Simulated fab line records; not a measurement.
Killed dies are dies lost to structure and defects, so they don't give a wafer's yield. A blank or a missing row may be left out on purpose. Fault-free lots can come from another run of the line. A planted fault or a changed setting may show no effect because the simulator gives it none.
Matching of chambers ; flow n5_finfet ; N5_BEOL_M14_ETCH_59 on rie_diel-04: 4 sister chambers
The step etches BARC in N2/H2, target depth 89 nm, overetch 26.7 nm, time 67.9 s. 8 wafers are shown with their chamber, then 10 later ones without.

## WAFERS, EACH WITH ITS CHAMBER
wafer;chamber;showerhead_plenum_p_Torr (Torr);drypump_motor_current_A (A)
L083.1;1;2.62;5.4
L084.1;1;2.61;5.5
L084.5;2;2.51;5.3
L086.2;3;2.45;6.1
L086.4;0;2.69;5.6
L086.6;3;2.45;6.1
L088.1;2;2.51;5.3
L088.2;0;2.69;5.6

## WAFERS WITHOUT THEIR CHAMBER
wafer;showerhead_plenum_p_Torr (Torr);drypump_motor_current_A (A)
L088.3;2.51;5.3
L090.2;2.61;5.5
L090.3;2.68;5.6
L090.5;2.50;5.3
L095.3;2.45;6.0
L095.5;2.60;5.4
L095.6;2.50;5.3
L096.2;2.49;5.3
L096.3;2.60;5.4
L096.5;2.60;5.5

## WHICH CHAMBER EACH ONE RAN IN
wafer;from the rows above;in truth
L088.3;2;2
L090.2;1;1
L090.3;0;0
L090.5;2;2
L095.3;3;3
L095.5;1;1
L095.6;2;2
L096.2;2;2
L096.3;1;1
L096.5;1;1
Placed correctly: 10 of 10. Can't be placed from these rows: 0. 0 placed wrongly.
How it was worked out, from the rows above alone: a wafer's distance from a chamber is the root of the sum, over the readings, of the square of ((its reading less the chamber's mean) divided by the reading's scatter). If the next closest chamber is less than 2 further off than the closest, the wafer can't be placed; otherwise it belongs to the closest. For every chamber, the mean is computed from those of its wafers that are shown. The scatter: take each reading less its chamber's mean, square it, sum over the shown wafers, divide by the number of wafers less the number of chambers, and take the root.
